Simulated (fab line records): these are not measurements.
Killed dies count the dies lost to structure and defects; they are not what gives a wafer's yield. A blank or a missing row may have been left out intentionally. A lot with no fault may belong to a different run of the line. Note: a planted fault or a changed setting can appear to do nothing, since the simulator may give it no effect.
fab line records	flow n5_finfet
[record] lots = 7	wafers = 39
route steps=1938 shown BEOL_M6@1194 BEOL_M11@1579 BEOL_M14@1716 MIM_BOT@1833
start_h: hours from the record's opening day to when the first of the lot's shown wafers began	wait_h: hours from the lot's prior step to this one	" as in the row above	L1.1+2: a single row standing in for several wafers	- either no value or no given start	* or withheld: withheld	< > ~ a bound
route shown NAME@n: a module of which the file shows steps, and the number in the route of the first	usual: mean/standard deviation of fault-free wafers	same: alike in all rows	chamber/n: place in a boat	sites: the reading at each site	_std_site: how widely they spread, as a standard deviation	_edge_site: the outer-site mean with the inner-site mean subtracted	radius_mm: for every site, how far away it sits from the centre of the wafer	mask NAME#n: copy n	behind: tool/chamber where the wafer was last shaped	hold: why the lot was held/for how many hours/how that ended	device: names the non-switching transistor (n, p or np)	end of line: the route-end tests of the same wafers	where a step has no rows: the recipe by itself	killed: the dies lost at the first sort to structure and to defects; this is not the yield of the wafer	map: a wafer's dies, marking killed ones x, the rest . and places with no die _
set.NAME: the setting that was run; set.NAME@STEP: the one run at that earlier step	model.NAME: the simulator's own value behind a step, which no gauge read
lots run with intentionally changed settings; tables by step, rows by wafer
[[steps]]
[step N5_BEOL_M6_ILD_DEP_00]
[recipe] material = SiCOH_lowk	target_thk_a = 1797.5	temp_c = 300	precursor = DEMS/porogen	pressure_torr = 5	rf_w = 500	time_s = 33.4
lot.wafer	tool	chamber	start_h	wait_h	set.target_thk_a	model.SiCOH_lowk_of_BEOL_M6_ILD_DEP_00.thk_nm
L074.1	pecvd-03	1	179.27	0.0	1797.5	174.6
L074.2	"	0	"	"	2574	253.6
L074.3	"	2	"	"	2574	248.2
L074.4	"	0	"	"	2574	258.8
L074.5	"	1	"	"	1797.5	175.6
L074.6	"	2	"	"	1797.5	175.2
L075.2	pecvd-02	1	186.63	0.0	1797.5	177
L075.3	"	0	"	"	1797.5	181.8
L075.6	"	0	"	"	1797.5	181.4
L077.1	pecvd-01	0	201.57	0.0	1797.5	178.8
L077.2	"	2	"	"	1797.5	181
L077.3	"	1	"	"	1797.5	179
L077.4	"	1	"	"	1797.5	180
L077.5	"	2	"	"	1797.5	182.2
L077.6	"	0	"	"	1797.5	182.4
L080.1	pecvd-03	2	240.27	0.0	1797.5	178.2
L080.2	"	1	"	"	1797.5	178.6
L080.3	"	2	"	"	2412	239.8
L080.4	"	1	"	"	2412	241
L080.5	"	2	"	"	1797.5	179.8
L080.6	"	1	"	"	2412	241.6
L089.1	pecvd-01	0	287.26	0.0	719.1	70.8
L089.2	"	2	"	"	1797.5	179
L089.3	"	2	"	"	1797.5	183.2
L089.4	"	0	"	"	719.1	73.4
L089.5	"	2	"	"	719.1	74.4
L089.6	"	0	"	"	1797.5	182
L092.1	pecvd-02	2	300.42	0.0	2836	285.8
L092.2	"	1	"	"	2836	285.6
L092.3	"	0	"	"	2836	281.6
L092.4	"	1	"	"	1797.5	183
L092.5	"	2	"	"	1797.5	182.8
L092.6	"	0	"	"	1797.5	185.8
L096.1	pecvd-01	1	333.20	0.0	1797.5	178.6
L096.2	"	0	"	"	1150	110.2
L096.3	"	2	"	"	1150	112.4
L096.4	"	1	"	"	1797.5	181.2
L096.5	"	0	"	"	1150	112.2
L096.6	"	2	"	"	1797.5	180.4
[step N5_BEOL_M6_CURE_74]
[recipe] temp_c = 385	time_s = 240	ambient = He/Ar	material = SiCOH_lowk
lot.wafer	tool	chamber	start_h	wait_h	set.target_thk_a@BEOL_M6_ILD_DEP_00	model.SiCOH_lowk_of_BEOL_M6_ILD_DEP_00.thk_nm
L074.1	uv_cure-03	1	179.34	0.0	1797.5	150.4
L074.2	"	1	"	"	2574	219.6
L074.3	"	1	"	"	2574	214.8
L074.4	"	1	"	"	2574	224.2
L074.5	"	1	"	"	1797.5	151.4
L074.6	"	1	"	"	1797.5	151
L075.2	uv_cure-03	1	186.86	0.2	1797.5	152.6
L075.3	"	1	"	"	1797.5	156.8
L075.6	"	1	"	"	1797.5	156.4
L077.1+3	uv_cure-03	1	201.63	0.0	1797.5	154.2
L077.2	"	1	"	"	1797.5	156.2
L077.4	"	1	"	"	1797.5	155.2
L077.5+6	"	1	"	"	1797.5	157.2
L080.1	uv_cure-02	2	240.36	0.1	1797.5	153.6
L080.2	"	2	"	"	1797.5	154
L080.3	"	2	"	"	2412	207.6
L080.4	"	2	"	"	2412	208.6
L080.5	"	2	"	"	1797.5	155
L080.6	"	2	"	"	2412	209.2
L089.1	uv_cure-02	0	287.34	0.1	719.1	60.8
L089.2	"	0	"	"	1797.5	154.4
L089.3	"	0	"	"	1797.5	158
L089.4	"	0	"	"	719.1	63
L089.5	"	0	"	"	719.1	63.8
L089.6	"	0	"	"	1797.5	157
L092.1+2	uv_cure-01	0	300.49	0.0	2836	247.8
L092.3	"	0	"	"	2836	244.4
L092.4+5	"	0	"	"	1797.5	157.8
L092.6	"	0	"	"	1797.5	160.2
L096.1	uv_cure-03	2	333.27	0.0	1797.5	154
L096.2	"	2	"	"	1150	94.6
L096.3	"	2	"	"	1150	96.6
L096.4	"	2	"	"	1797.5	156.2
L096.5	"	2	"	"	1150	96.4
L096.6	"	2	"	"	1797.5	155.6
[step N5_BEOL_M6_THK_MEAS_01]
[recipe] reads = SiCOH_lowk_of_BEOL_M6_ILD_DEP_00
[usual] M6_ILD_THK = 154.5/2.3
lot.wafer	tool	chamber	start_h	wait_h	set.target_thk_a@BEOL_M6_ILD_DEP_00	M6_ILD_THK[nm]
L074.1	film_metro-02	-	179.85	0.4	1797.5	150.4
L074.2	"	-	"	"	2574	219.6
L074.3	"	-	"	"	2574	214.9
L074.4	"	-	"	"	2574	224.2
L074.5	"	-	"	"	1797.5	151.4
L074.6	"	-	"	"	1797.5	151.0
L075.2	film_metro-02	-	187.30	0.4	1797.5	152.8
L075.3	"	-	"	"	1797.5	156.7
L075.6	"	-	"	"	1797.5	156.5
L077.1	film_metro-02	-	202.14	0.4	1797.5	154.2
L077.2	"	-	"	"	1797.5	156.2
L077.3	"	-	"	"	1797.5	154.5
L077.4	"	-	"	"	1797.5	155.4
L077.5	"	-	"	"	1797.5	157.2
L077.6	"	-	"	"	1797.5	157.2
L080.1	film_metro-01	-	240.87	0.4	1797.5	153.7
L080.2	"	-	"	"	1797.5	154.0
L080.3	"	-	"	"	2412	207.6
L080.4	"	-	"	"	2412	208.3
L080.5	"	-	"	"	1797.5	154.9
L080.6	"	-	"	"	2412	209.2
L089.1	film_metro-02	-	287.85	0.4	719.1	60.7
L089.2	"	-	"	"	1797.5	154.5
L089.3	"	-	"	"	1797.5	158.2
L089.4	"	-	"	"	719.1	63.0
L089.5	"	-	"	"	719.1	63.7
L089.6	"	-	"	"	1797.5	157.1
L092.1	film_metro-02	-	301.00	0.4	2836	248.0
L092.2	"	-	"	"	2836	247.5
L092.3	"	-	"	"	2836	244.3
L092.4	"	-	"	"	1797.5	157.8
L092.5	"	-	"	"	1797.5	157.8
L092.6	"	-	"	"	1797.5	160.2
L096.1	film_metro-02	-	333.78	0.4	1797.5	154.0
L096.2	"	-	"	"	1150	94.7
L096.3	"	-	"	"	1150	96.6
L096.4	"	-	"	"	1797.5	156.2
L096.5	"	-	"	"	1150	96.4
L096.6	"	-	"	"	1797.5	155.4
[step N5_BEOL_M11_ETCH_41]
[recipe] chemistry = CH3F/O2	target = SiCN	target_depth_a = 426	taper_deg = 2	time_s = 86	ion_energy_ev = 120	mask_material = TiN	pressure_mtorr = 30	source_w = 395	bias_w = 75	Ar_flow_sccm = 150	CH3F_flow_sccm = 30	O2_flow_sccm = 20
lot.wafer	tool	chamber	start_h	wait_h	set.time_s	model.etch.depth_nm
L074.1	rie_diel-02	3	-	-	99.27	37.12
L074.2	"	1	"	"	99.27	37.26
L074.3	"	0	"	"	86	31.65
L074.4	"	1	"	"	86	32.27
L074.5	"	0	"	"	86	31.23
L074.6	"	3	"	"	99.27	36.87
L075.2	rie_diel-02	2	-	-	86	31.24
L075.3	"	1	"	"	86	32.72
L075.6	"	3	"	"	86	32.15
L077.1	rie_diel-02	1	-	-	86	32.84
L077.2	"	3	"	"	86	31.89
L077.3	"	0	"	"	86	31.58
L077.4	"	2	"	"	86	31.63
L077.5	"	2	"	"	86	31.9
L077.6	"	1	"	"	86	32.36
L080.1	rie_diel-05	3	-	-	47.02	17.47
L080.2	"	0	"	"	86	32.03
L080.3	"	2	"	"	47.02	17.58
L080.4	"	1	"	"	86	33.48
L080.5	"	0	"	"	47.02	17.21
L080.6	"	1	"	"	86	33.17
L089.1	rie_diel-02	2	-	-	86	31.65
L089.2	"	3	"	"	86	33.19
L089.3	"	0	"	"	86	32.92
L089.4	"	1	"	"	86	32.33
L089.5	"	2	"	"	86	31.71
L089.6	"	3	"	"	86	32.85
L092.1	rie_diel-05	3	-	-	65.18	24.47
L092.2	"	2	"	"	86	31.92
L092.3	"	1	"	"	86	33.71
L092.4	"	0	"	"	65.18	24.02
L092.5	"	1	"	"	65.18	25.54
L092.6	"	2	"	"	86	32.01
L096.1	rie_diel-03	2	-	-	86	32.14
L096.2	"	1	"	"	86	33.52
L096.3	"	0	"	"	124	47.17
L096.4	"	3	"	"	86	31.8
L096.5	"	3	"	"	124	46.09
L096.6	"	2	"	"	124	46.91
[step N5_BEOL_M14_ILD_DEP_00]
[recipe] material = SiO2	target_thk_a = 11193	temp_c = 400	precursor = TEOS/O2	pressure_torr = 6.5	rf_w = 900	teos_flow_sccm = 161.4	gas = O2	flow_sccm = 2650	time_s = 237.4
lot.wafer	tool	chamber	start_h	wait_h	set.time_s	model.SiO2_of_BEOL_M14_ILD_DEP_00.thk_nm
L074.1	pecvd-03	0	246.67	0.0	237.4	1120
L074.2	"	1	"	"	237.4	1115
L074.3	"	2	"	"	128	618
L074.4	"	0	"	"	128	616
L074.5	"	1	"	"	237.4	1134
L074.6	"	2	"	"	128	627.8
L075.2	pecvd-03	2	255.25	0.0	237.4	1123
L075.3	"	0	"	"	237.4	1124
L075.6	"	1	"	"	237.4	1147
L077.1	pecvd-02	2	263.41	0.0	155.6	720
L077.2	"	1	"	"	237.4	1103
L077.3	"	0	"	"	237.4	1125
L077.4	"	1	"	"	155.6	735.2
L077.5	"	0	"	"	155.6	751.4
L077.6	"	2	"	"	237.4	1119
L080.1	pecvd-02	2	304.87	0.0	184.7	870.6
L080.2	"	0	"	"	184.7	870
L080.3	"	1	"	"	237.4	1105
L080.4	"	2	"	"	237.4	1137
L080.5	"	1	"	"	237.4	1115
L080.6	"	0	"	"	184.7	888.8
L089.1	pecvd-01	1	353.28	0.0	237.4	1075
L089.2	"	2	"	"	237.4	1073
L089.3	"	0	"	"	237.4	1091
L089.4	"	2	"	"	237.4	1102
L089.5	"	0	"	"	237.4	1122
L089.6	"	1	"	"	237.4	1084
L092.1	pecvd-01	2	361.04	0.0	237.4	1091
L092.2	"	1	"	"	237.4	1090
L092.3	"	0	"	"	155.3	730
L092.4	"	2	"	"	155.3	731
L092.5	"	1	"	"	237.4	1117
L092.6	"	0	"	"	155.3	735.6
L096.1	pecvd-03	0	386.99	0.0	237.4	1117
L096.2+3	"	2,1	"	"	237.4	1105
L096.4	"	2	"	"	237.4	1140
L096.5+6	"	1,0	"	"	237.4	1126
[step N5_BEOL_M14_THK_MEAS_01]
[recipe] reads = SiO2_of_BEOL_M14_ILD_DEP_00
[usual] M14_ILD_THK = 1112/15
lot.wafer	tool	chamber	start_h	wait_h	set.time_s@BEOL_M14_ILD_DEP_00	M14_ILD_THK[nm]
L074.1	film_metro-01	-	246.86	0.1	237.4	1120
L074.2	"	-	"	"	237.4	1115
L074.3	"	-	"	"	128	618
L074.4	"	-	"	"	128	617
L074.5	"	-	"	"	237.4	1133
L074.6	"	-	"	"	128	628
L075.2	film_metro-01	-	255.44	0.1	237.4	1123
L075.3	"	-	"	"	237.4	1123
L075.6	"	-	"	"	237.4	1146
L077.1	film_metro-02	-	263.60	0.1	155.6	720
L077.2	"	-	"	"	237.4	1103
L077.3	"	-	"	"	237.4	1125
L077.4	"	-	"	"	155.6	735
L077.5	"	-	"	"	155.6	751
L077.6	"	-	"	"	237.4	1119
L080.1	film_metro-01	-	305.06	0.1	184.7	871
L080.2	"	-	"	"	184.7	870
L080.3	"	-	"	"	237.4	1105
L080.4	"	-	"	"	237.4	1137
L080.5	"	-	"	"	237.4	1115
L080.6	"	-	"	"	184.7	889
L089.1	film_metro-02	-	353.47	0.1	237.4	1075
L089.2	"	-	"	"	237.4	1074
L089.3	"	-	"	"	237.4	1091
L089.4	"	-	"	"	237.4	1102
L089.5	"	-	"	"	237.4	1123
L089.6	"	-	"	"	237.4	1084
L092.1	film_metro-02	-	361.23	0.1	237.4	1090
L092.2	"	-	"	"	237.4	1090
L092.3	"	-	"	"	155.3	730
L092.4	"	-	"	"	155.3	731
L092.5	"	-	"	"	237.4	1118
L092.6	"	-	"	"	155.3	736
L096.1	film_metro-02	-	387.18	0.1	237.4	1116
L096.2	"	-	"	"	237.4	1106
L096.3	"	-	"	"	237.4	1106
L096.4	"	-	"	"	237.4	1139
L096.5	"	-	"	"	237.4	1127
L096.6	"	-	"	"	237.4	1125
[step N5_BEOL_M14_COAT_58]
[recipe] resist = BARC	temp_c = 205	time_s = 60	spin_rpm = 1500	resist_thk_nm = 89
[step N5_BEOL_M14_COAT_04]
[recipe] spin_rpm = 1704	resist_thk_nm = 800
[step N5_BEOL_M14_DESCUM_15]
[recipe] chemistry = O2	time_s = 7.9	source_power_w = 50	bias_power_w = 20	pressure_mtorr = 20	rf_frequency_hz = 2.712e+07	temp_c = 40	o2_flow_sccm = 225
[step N5_BEOL_M14_ETCH_59]
[recipe] chemistry = N2/H2	target = BARC	target_depth_a = 890	overetch_a = 267	time_s = 67.9	ion_energy_ev = 200	pressure_mtorr = 30	source_w = 840	bias_w = 150	n2_flow_sccm = 200	h2_flow_sccm = 200
[step N5_BEOL_M14_VIA_ETCH_16]
[recipe] chemistry = C4F8/O2/Ar	target = SiO2	he_inner_torr = 15	he_outer_torr = 30	target_depth_a = 12313	time_s = withheld	ion_energy_ev = 800	pressure_mtorr = 20	source_w = 1905	bias_w = 2040	Ar_flow_sccm = 400	C4F8_flow_sccm = 16	O2_flow_sccm = 12	ends = cleared
lot.wafer	tool	chamber	start_h	wait_h	set.time_s@BEOL_M14_ILD_DEP_00	model.etch.depth_nm	model.coat_of_BEOL_M14_COAT_04.thk_nm
L074.1	rie_diel-04	2	247.46	0.0	*	1120	451.6
L074.2	"	3	"	"	*	1115	452
L074.3	"	1	"	"	*	618	565.6
L074.4	"	0	"	"	*	615.9	574.8
L074.5	"	1	"	"	*	1134	440.8
L074.6	"	0	"	"	*	627.8	572.6
L075.2	rie_diel-04	0	256.05	0.0	*	1123	459.6
L075.3	"	2	"	"	*	1124	453.2
L075.6	"	0	"	"	*	1147	453.8
L077.1	rie_diel-04	2	264.21	0.0	*	720	552.8
L077.2	"	3	"	"	*	1103	463.2
L077.3	"	0	"	"	*	1125	463.8
L077.4	"	1	"	"	*	735.2	542
L077.5	"	3	"	"	*	751.4	544
L077.6	"	2	"	"	*	1119	458.4
L080.1	rie_diel-01	1	305.54	0.0	*	870.7	515.2
L080.2	"	0	"	"	*	869.9	510.4
L080.3	"	2	"	"	*	1105	453.8
L080.4	"	3	"	"	*	1137	452.8
L080.5	"	0	"	"	*	1115	453.4
L080.6	"	3	"	"	*	888.9	511.8
L089.1	rie_diel-06	1	354.10	0.0	*	1075	460
L089.2	"	2	"	"	*	1073	461.2
L089.3	"	0	"	"	*	1091	462
L089.4	"	3	"	"	*	1102	454.8
L089.5	"	3	"	"	*	1122	453
L089.6	"	0	"	"	*	1084	463.6
L092.1	rie_diel-04	1	361.83	0.0	*	1091	451.6
L092.2	"	0	"	"	*	1090	466.4
L092.3	"	3	"	"	*	729.9	544.2
L092.4	"	1	"	"	*	731	538.4
L092.5	"	0	"	"	*	1117	461
L092.6	"	3	"	"	*	735.5	543
L096.1	rie_diel-06	1	387.70	0.0	*	1117	446.2
L096.2	"	0	"	"	*	1105	456.6
L096.3	"	3	"	"	*	1105	455
L096.4	"	2	"	"	*	1140	444.8
L096.5	"	3	"	"	*	1126	449.2
L096.6	"	0	"	"	*	1126	449.4
[step N5_MIM_BOT_SPUTTER_00]
[recipe] material = TiN	target_thk_a = 350	temp_c = 200	power_w = 3000	chamber_pressure_pa = 0.49996	gas = Ar	reactive_partial_pa = 0.37997	time_s = 89.7
lot.wafer	tool	chamber	start_h	wait_h	set.target_thk_a	model.TiN_of_MIM_BOT_SPUTTER_00.thk_nm
L074.1+4	pvd_sputter-01	-	258.76	0.0	350	34.8
L074.2	"	-	"	"	525.2	53.2
L074.3	"	-	"	"	525.2	52.8
L074.5	"	-	"	"	350	35.2
L074.6	"	-	"	"	525.2	52.4
L075.2	pvd_sputter-01	-	269.46	0.0	350	34.4
L075.3	"	-	"	"	350	35.6
L075.6	"	-	"	"	350	35
L077.1	pvd_sputter-03	-	278.31	0.0	350	34.8
L077.2	"	-	"	"	350	34.2
L077.3	"	-	"	"	350	34.6
L077.4	"	-	"	"	350	35
L077.5	"	-	"	"	350	35.2
L077.6	"	-	"	"	350	34.4
L080.1+6	pvd_sputter-03	-	319.45	0.0	350	34.4
L080.2	"	-	"	"	551.8	54.6
L080.3	"	-	"	"	551.8	55.2
L080.4	"	-	"	"	551.8	55
L080.5	"	-	"	"	350	34.8
L089.1	pvd_sputter-01	-	365.98	0.0	350	35
L089.2	"	-	"	"	350	35.8
L089.3	"	-	"	"	350	34.8
L089.4	"	-	"	"	541.1	54.6
L089.5	"	-	"	"	541.1	54
L089.6	"	-	"	"	541.1	54.8
L092.1	pvd_sputter-03	-	375.53	0.0	350	34.4
L092.2+6	"	-	"	"	350	35
L092.3	"	-	"	"	350	34.2
L092.4+5	"	-	"	"	350	34.8
L096.1	pvd_sputter-01	-	410.40	0.0	145.1	15
L096.2	"	-	"	"	145.1	14.4
L096.3	"	-	"	"	350	34.6
L096.4	"	-	"	"	350	35.8
L096.5	"	-	"	"	350	36.2
L096.6	"	-	"	"	145.1	14.2
[[key]]
[split] step = N5_BEOL_M6_ILD_DEP_00	setting = target_thk_a	stated = 1797.5	by = wafer
[response] step = N5_BEOL_M6_ILD_DEP_00	reading = model.SiCOH_lowk_of_BEOL_M6_ILD_DEP_00.thk_nm	change = +1.8	per = 1%	r = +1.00
[response] step = N5_BEOL_M6_CURE_74	reading = model.SiCOH_lowk_of_BEOL_M6_ILD_DEP_00.thk_nm	change = +1.57	per = 1%	r = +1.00
[response] step = N5_BEOL_M6_THK_MEAS_01	reading = M6_ILD_THK	change = +1.57	per = 1%	r = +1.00
[split] step = N5_BEOL_M11_ETCH_41	setting = time_s	stated = 86	by = wafer
[response] step = N5_BEOL_M11_ETCH_41	reading = model.etch.depth_nm	change = +0.332	per = 1%	r = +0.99
[split] step = N5_BEOL_M14_ILD_DEP_00	setting = time_s	stated = 237.4	by = wafer
[response] step = N5_BEOL_M14_ILD_DEP_00	reading = model.SiO2_of_BEOL_M14_ILD_DEP_00.thk_nm	change = +10.9	per = 1%	r = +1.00
[response] step = N5_BEOL_M14_THK_MEAS_01	reading = M14_ILD_THK	change = +10.9	per = 1%	r = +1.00
[response] step = N5_BEOL_M14_VIA_ETCH_16	reading = model.etch.depth_nm	change = +10.9	per = 1%	r = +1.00
[response] step = N5_BEOL_M14_VIA_ETCH_16	reading = model.coat_of_BEOL_M14_COAT_04.thk_nm	change = -2.55	per = 1%	r = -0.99
[split] step = N5_MIM_BOT_SPUTTER_00	setting = target_thk_a	stated = 350	by = wafer
[response] step = N5_MIM_BOT_SPUTTER_00	reading = model.TiN_of_MIM_BOT_SPUTTER_00.thk_nm	change = +0.356	per = 1%	r = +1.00
